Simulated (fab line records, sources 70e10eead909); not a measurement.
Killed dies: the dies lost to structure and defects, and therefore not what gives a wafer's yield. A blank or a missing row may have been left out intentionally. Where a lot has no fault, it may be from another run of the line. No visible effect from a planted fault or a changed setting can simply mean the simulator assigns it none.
Which tool is to blame? + flow nand-harc + 24 lots, 72 wafers sampled, at 5 steps of a route of 1159

== WHAT THE GAUGES READ, wafer by wafer ==
NHARC_P_M2_INSPECT_27. Usual: raw-defect-count 344, standard deviation 150.
| lot  | measured     | on                | raw-defect-count | flag |
|------|--------------|-------------------|------------------|------|
| L074 | day 6 07:53  | defect-inspect-01 | 250 573 249      |      |
| L075 | day 6 08:33  | defect-inspect-02 | 255 328 269      |      |
| L076 | day 6 15:11  | defect-inspect-02 | 173 141 165      |      |
| L077 | day 6 22:10  | defect-inspect-01 | 197 450 245      |      |
| L078 | day 7 03:14  | defect-inspect-02 | 343 213 334      |      |
| L079 | day 7 16:02  | defect-inspect-01 | 361 345 363      |      |
| L080 | day 7 18:19  | defect-inspect-01 | 496 372 319      |      |
| L081 | day 8 04:35  | defect-inspect-01 | 960 339 757      |      |
| L082 | day 8 05:53  | defect-inspect-02 | 242 165 209      |      |
| L083 | day 8 06:44  | defect-inspect-02 | 212 306 278      |      |
| L084 | day 8 18:49  | defect-inspect-02 | 380 374 276      |      |
| L085 | day 8 23:13  | defect-inspect-01 | 349 500 397      |      |
| L088 | day 9 09:35  | defect-inspect-01 | 374 479 439      |      |
| L086 | day 9 13:24  | defect-inspect-01 | 293 370 241      |      |
| L087 | day 9 14:30  | defect-inspect-02 | 243 238 195      |      |
| L089 | day 10 05:12 | defect-inspect-01 | 192 230 223      |      |
| L091 | day 10 11:49 | defect-inspect-02 | 189 306 275      |      |
| L090 | day 10 12:44 | defect-inspect-01 | 196 203 195      |      |
| L093 | day 10 20:49 | defect-inspect-02 | 451 691 409      |      |
| L092 | day 10 22:06 | defect-inspect-01 | 175 418 238      |      |
| L094 | day 11 07:28 | defect-inspect-01 | 426 389 619      |      |
| L095 | day 11 08:13 | defect-inspect-01 | 432 444 332      |      |
| L096 | day 11 22:08 | defect-inspect-01 | 370 645 369      |      |
| L097 | day 11 22:55 | defect-inspect-02 | 276 213 246      |      |

== TOOL THAT RAN EACH LOT (tool first, then ch and the chambers of the sampled wafers, then the start) ==
| lot  | NHARC_P_M0_PVD_21                       | NHARC_P_M0_CMP_23             | NHARC_P_M1_PRE_CLEAN_30                 | NHARC_P_M2_DESCUM_14               |
|------|-----------------------------------------|-------------------------------|-----------------------------------------|------------------------------------|
| L074 | pvd-sputter-02, day 5 23:15 or earlier  | cmp-01 ch 2,3, day 5 23:15    | pvd-sputter-01, day 6 05:19 or earlier  | rie-diel-09 ch 0,3, day 6 05:19    |
| L075 | pvd-sputter-03, day 5 23:47 or earlier  | cmp-03 ch 1,2,3, day 5 23:47  | pvd-sputter-02, day 6 06:01 or earlier  | rie-diel-09 ch 1,3, day 6 06:01    |
| L076 | pvd-sputter-02, day 6 06:20 or earlier  | cmp-01 ch 2,3, day 6 06:20    | pvd-sputter-02, day 6 12:33 or earlier  | rie-diel-09 ch 1,2, day 6 12:33    |
| L077 | pvd-sputter-02, day 6 13:38 or earlier  | cmp-03 ch 1,2, day 6 13:38    | pvd-sputter-03, day 6 19:37 or earlier  | rie-diel-09 ch 0,2, day 6 19:37    |
| L078 | pvd-sputter-03, day 6 14:15 or earlier  | cmp-03 ch 0,1,2, day 6 14:15  | pvd-sputter-02, day 7 00:21 or earlier  | rie-diel-03 ch 1,2,3, day 7 00:21  |
| L079 | pvd-sputter-02, day 7 06:43 or earlier  | cmp-03 ch 0,2,3, day 7 06:43  | pvd-sputter-01, day 7 13:15 or earlier  | rie-diel-09 ch 0,1,2, day 7 13:15  |
| L080 | pvd-sputter-01, day 7 09:21 or earlier  | cmp-03 ch 0,1,3, day 7 09:21  | pvd-sputter-02, day 7 15:40 or earlier  | rie-diel-03 ch 0,3, day 7 15:40    |
| L081 | pvd-sputter-02, day 7 19:37 or earlier  | cmp-03 ch 2,3, day 7 19:37    | pvd-sputter-03, day 8 02:01 or earlier  | rie-diel-09 ch 1,2,3, day 8 02:01  |
| L082 | pvd-sputter-02, day 7 20:46 or earlier  | cmp-03 ch 0,1,3, day 7 20:46  | pvd-sputter-03, day 8 03:17 or earlier  | rie-diel-09 ch 0,2, day 8 03:17    |
| L083 | pvd-sputter-02, day 7 21:38 or earlier  | cmp-01 ch 1,2, day 7 21:38    | pvd-sputter-01, day 8 04:01 or earlier  | rie-diel-09 ch 1,2,3, day 8 04:01  |
| L084 | pvd-sputter-02, day 8 10:09 or earlier  | cmp-04 ch 1,3, day 8 10:09    | pvd-sputter-02, day 8 16:13 or earlier  | rie-diel-09 ch 2,3, day 8 16:13    |
| L085 | pvd-sputter-01, day 8 14:38 or earlier  | cmp-04 ch 1,2,3, day 8 14:38  | pvd-sputter-01, day 8 20:38 or earlier  | rie-diel-09 ch 0,1, day 8 20:38    |
| L088 | pvd-sputter-03, day 8 23:46 or earlier  | cmp-03 ch 0,1, day 8 23:46    | pvd-sputter-03, day 9 06:50 or earlier  | rie-diel-09 ch 0,2,3, day 9 06:50  |
| L086 | pvd-sputter-01, day 9 04:48 or earlier  | cmp-04 ch 0,1,3, day 9 04:48  | pvd-sputter-03, day 9 10:49 or earlier  | rie-diel-09 ch 0,1,2, day 9 10:49  |
| L087 | pvd-sputter-03, day 9 05:56 or earlier  | cmp-03 ch 0,1,3, day 9 05:56  | pvd-sputter-02, day 9 11:52 or earlier  | rie-diel-09 ch 1,3, day 9 11:52    |
| L089 | pvd-sputter-01, day 9 20:28 or earlier  | cmp-01 ch 0,2,3, day 9 20:28  | pvd-sputter-03, day 10 02:38 or earlier | rie-diel-09 ch 0,2,3, day 10 02:38 |
| L091 | pvd-sputter-01, day 10 03:08 or earlier | cmp-03 ch 0,1,3, day 10 03:08 | pvd-sputter-03, day 10 09:13 or earlier | rie-diel-09 ch 0,1,2, day 10 09:13 |
| L090 | pvd-sputter-01, day 10 03:42 or earlier | cmp-01 ch 2,3, day 10 03:42   | pvd-sputter-01, day 10 09:59 or earlier | rie-diel-09 ch 0,2,3, day 10 09:59 |
| L093 | pvd-sputter-01, day 10 11:56 or earlier | cmp-04 ch 1,2,3, day 10 11:56 | pvd-sputter-02, day 10 18:08 or earlier | rie-diel-03 ch 1,2,3, day 10 18:08 |
| L092 | pvd-sputter-01, day 10 13:08 or earlier | cmp-04 ch 1,2,3, day 10 13:08 | pvd-sputter-01, day 10 19:15 or earlier | rie-diel-03 ch 1,2,3, day 10 19:15 |
| L094 | pvd-sputter-02, day 10 22:07 or earlier | cmp-01 ch 0,1, day 10 22:07   | pvd-sputter-03, day 11 04:53 or earlier | rie-diel-03 ch 1,2, day 11 04:53   |
| L095 | pvd-sputter-02, day 10 22:49 or earlier | cmp-03 ch 0,2,3, day 10 22:49 | pvd-sputter-02, day 11 05:27 or earlier | rie-diel-03 ch 1,2, day 11 05:27   |
| L096 | pvd-sputter-02, day 11 12:59 or earlier | cmp-04 ch 0,1,3, day 11 12:59 | pvd-sputter-01, day 11 19:05 or earlier | rie-diel-12 ch 0,1, day 11 19:05   |
| L097 | pvd-sputter-01, day 11 13:24 or earlier | cmp-01 ch 0,1,3, day 11 13:24 | pvd-sputter-03, day 11 19:50 or earlier | rie-diel-03 ch 0,1,3, day 11 19:50 |
- NHARC_P_M0_PVD_21: deposits Cu, target thk 30 nm, time 20.49 s.
- NHARC_P_M0_CMP_23: polishes, t overpolish 20 s, target thk 117.53 nm.
- NHARC_P_M1_PRE_CLEAN_30: time 30 s.
- NHARC_P_M2_DESCUM_14: chemistry O2, time 3 s.

== AS READ BY THE TOOLS THEMSELVES (means over the sampled wafers that have a number; for cases with no such wafer, the mark the record gives instead) ==
NHARC_P_M0_PVD_21. Usual: throttle-valve-pct 30.2 %, standard deviation 0.94.
| lot  | tool           | throttle-valve-pct (%) | flag |
|------|----------------|------------------------|------|
| L074 | pvd-sputter-02 | 29.3                   |      |
| L075 | pvd-sputter-03 | 29.9                   |      |
| L076 | pvd-sputter-02 | 30.7                   |      |
| L077 | pvd-sputter-02 | 30.3                   |      |
| L078 | pvd-sputter-03 | 30.0                   |      |
| L079 | pvd-sputter-02 | 29.9                   |      |
| L080 | pvd-sputter-01 | 30.4                   |      |
| L081 | pvd-sputter-02 | 29.1                   |      |
| L082 | pvd-sputter-02 | 30.6                   |      |
| L083 | pvd-sputter-02 | 30.1                   |      |
| L084 | pvd-sputter-02 | 30.6                   |      |
| L085 | pvd-sputter-01 | 29.9                   |      |
| L088 | pvd-sputter-03 | 30.8                   |      |
| L086 | pvd-sputter-01 | 29.8                   |      |
| L087 | pvd-sputter-03 | 30.1                   |      |
| L089 | pvd-sputter-01 | 30.0                   |      |
| L091 | pvd-sputter-01 | 30.6                   |      |
| L090 | pvd-sputter-01 | 30.7                   |      |
| L093 | pvd-sputter-01 | 30.6                   |      |
| L092 | pvd-sputter-01 | 30.8                   |      |
| L094 | pvd-sputter-02 | 30.1                   |      |
| L095 | pvd-sputter-02 | 30.5                   |      |
| L096 | pvd-sputter-02 | 30.7                   |      |
| L097 | pvd-sputter-01 | 30.5                   |      |

NHARC_P_M0_CMP_23. Usual: motor-current-A 11.8 A, standard deviation 1.2; retaining-ring-pressure-frac 1.000, standard deviation 0.0055; time-to-endpoint-s 30.2 s, standard deviation 2.8.
| lot  | tool   | motor-current-A (A) | retaining-ring-pressure-frac | time-to-endpoint-s (s) | flag |
|------|--------|---------------------|------------------------------|------------------------|------|
| L074 | cmp-01 | 11.3                | 1.004                        | 27.3                   |      |
| L075 | cmp-03 | 11.7                | 0.999                        | 27.5                   |      |
| L076 | cmp-01 | 12.2                | 0.999                        | 25.7                   |      |
| L077 | cmp-03 | 12.2                | 1.002                        | 30.0                   |      |
| L078 | cmp-03 | 12.7                | 0.997                        | 29.3                   |      |
| L079 | cmp-03 | 12.4                | 1.005                        | 32.0                   |      |
| L080 | cmp-03 | 11.8                | 0.996                        | 33.8                   |      |
| L081 | cmp-03 | 10.9                | 0.999                        | 27.8                   |      |
| L082 | cmp-03 | 11.9                | 0.995                        | 31.5                   |      |
| L083 | cmp-01 | 11.7                | 1.001                        | 29.6                   |      |
| L084 | cmp-04 | 11.8                | 1.003                        | 29.6                   |      |
| L085 | cmp-04 | 11.6                | 1.004                        | 31.8                   |      |
| L088 | cmp-03 | 12.6                | 1.001                        | 32.9                   |      |
| L086 | cmp-04 | 11.8                | 0.997                        | 31.0                   |      |
| L087 | cmp-03 | 12.0                | 1.002                        | 31.2                   |      |
| L089 | cmp-01 | 11.7                | 0.997                        | 28.2                   |      |
| L091 | cmp-03 | 12.1                | 0.994                        | 31.6                   |      |
| L090 | cmp-01 | 12.2                | 1.002                        | 28.2                   |      |
| L093 | cmp-04 | 11.6                | 1.000                        | 32.2                   |      |
| L092 | cmp-04 | 11.8                | 0.999                        | 28.7                   |      |
| L094 | cmp-01 | 11.1                | 1.003                        | 33.2                   |      |
| L095 | cmp-03 | 12.4                | 1.000                        | 26.8                   |      |
| L096 | cmp-04 | 11.5                | 1.000                        | 29.3                   |      |
| L097 | cmp-01 | 11.6                | 0.998                        | 32.0                   |      |

NHARC_P_M1_PRE_CLEAN_30. Usual: heater-power-w 429 W, standard deviation 47.
| lot  | tool           | heater-power-w (W) | flag |
|------|----------------|--------------------|------|
| L074 | pvd-sputter-01 | 442                |      |
| L075 | pvd-sputter-02 | 487                |      |
| L076 | pvd-sputter-02 | 488                |      |
| L077 | pvd-sputter-03 | 408                |      |
| L078 | pvd-sputter-02 | 448                |      |
| L079 | pvd-sputter-01 | 438                |      |
| L080 | pvd-sputter-02 | 487                |      |
| L081 | pvd-sputter-03 | 417                |      |
| L082 | pvd-sputter-03 | 413                |      |
| L083 | pvd-sputter-01 | 410                |      |
| L084 | pvd-sputter-02 | 425                |      |
| L085 | pvd-sputter-01 | 423                |      |
| L088 | pvd-sputter-03 | 387                |      |
| L086 | pvd-sputter-03 | 398                |      |
| L087 | pvd-sputter-02 | 425                |      |
| L089 | pvd-sputter-03 | 401                |      |
| L091 | pvd-sputter-03 | 387                |      |
| L090 | pvd-sputter-01 | 427                |      |
| L093 | pvd-sputter-02 | 484                |      |
| L092 | pvd-sputter-01 | 437                |      |
| L094 | pvd-sputter-03 | 391                |      |
| L095 | pvd-sputter-02 | 418                |      |
| L096 | pvd-sputter-01 | 420                |      |
| L097 | pvd-sputter-03 | 411                |      |

NHARC_P_M2_DESCUM_14. Usual: drypump-motor-current-A 5.4 A, standard deviation 0.46; oes-product-au 1.000 a.u., standard deviation 0.0089; rf-vpp-V 57.6 V, standard deviation 0.82; showerhead-plenum-p-Torr 1.86 Torr, standard deviation 0.053; throttle-valve-pct 11.311 %, standard deviation 0.0088.
| lot  | tool        | drypump-motor-current-A (A) | oes-product-au (a.u.) | rf-vpp-V (V) | showerhead-plenum-p-Torr (Torr) | throttle-valve-pct (%) | flag |
|------|-------------|-----------------------------|-----------------------|--------------|---------------------------------|------------------------|------|
| L074 | rie-diel-09 | 5.0                         | 0.999                 | 57.5         | 1.82                            | 11.311                 |      |
| L075 | rie-diel-09 | 5.5                         | 1.010                 | 57.4         | 1.87                            | 11.317                 |      |
| L076 | rie-diel-09 | 5.4                         | 0.995                 | 57.8         | 1.91                            | 11.308                 |      |
| L077 | rie-diel-09 | 4.9                         | 0.990                 | 57.7         | 1.83                            | 11.317                 |      |
| L078 | rie-diel-03 | 5.5                         | 1.009                 | 57.4         | 1.86                            | 11.299                 |      |
| L079 | rie-diel-09 | 5.3                         | 0.995                 | 57.4         | 1.87                            | 11.314                 |      |
| L080 | rie-diel-03 | 5.8                         | 0.996                 | 57.6         | 1.81                            | 11.313                 |      |
| L081 | rie-diel-09 | 5.4                         | 0.994                 | 57.8         | 1.89                            | 11.312                 |      |
| L082 | rie-diel-09 | 5.0                         | 0.995                 | 57.8         | 1.86                            | 11.307                 |      |
| L083 | rie-diel-09 | 5.4                         | 1.000                 | 57.6         | 1.89                            | 11.313                 |      |
| L084 | rie-diel-09 | 5.1                         | 1.006                 | 58.1         | 1.87                            | 11.318                 |      |
| L085 | rie-diel-09 | 5.3                         | 0.994                 | 57.3         | 1.83                            | 11.308                 |      |
| L088 | rie-diel-09 | 5.0                         | 0.998                 | 57.4         | 1.85                            | 11.303                 |      |
| L086 | rie-diel-09 | 5.3                         | 0.996                 | 57.1         | 1.87                            | 11.304                 |      |
| L087 | rie-diel-09 | 5.4                         | 1.012                 | 58.0         | 1.87                            | 11.313                 |      |
| L089 | rie-diel-09 | 5.0                         | 0.996                 | 57.5         | 1.85                            | 11.310                 |      |
| L091 | rie-diel-09 | 5.3                         | 0.995                 | 57.7         | 1.87                            | 11.303                 |      |
| L090 | rie-diel-09 | 5.0                         | 0.999                 | 59.0         | 1.85                            | 11.311                 |      |
| L093 | rie-diel-03 | 5.5                         | 1.005                 | 57.9         | 1.85                            | 11.305                 |      |
| L092 | rie-diel-03 | 5.5                         | 1.001                 | 57.6         | 1.85                            | 11.307                 |      |
| L094 | rie-diel-03 | 5.4                         | 1.006                 | 57.3         | 1.86                            | 11.320                 |      |
| L095 | rie-diel-03 | 5.6                         | 0.997                 | 57.6         | 1.91                            | 11.314                 |      |
| L096 | rie-diel-12 | 5.9                         | 0.986                 | 58.4         | 1.94                            | 11.310                 |      |
| L097 | rie-diel-03 | 5.9                         | 1.000                 | 57.1         | 1.86                            | 11.310                 |      |

== THE ANSWER, worked out from the rows above alone ==
Rule: lot off if the mean of its wafers having a number is beyond 3 standard deviations from the usual mean. Also off: a lot with no number at a reading for which 4 or more lots have one. Where the step has rows for the other lots, those lots are counted as sound. After the gauges, taken in route order, come the tools' own readings; for these a lot's mean is taken, as printed above. The first step at which some lot is off is used, and at that step the reading that is off furthest; a lot without a number counts as furthest.
Across all readings shown, no lot is off: no conclusion can be drawn from this.

== WHAT HAD BEEN PUT IN BY THE SIMULATOR ==
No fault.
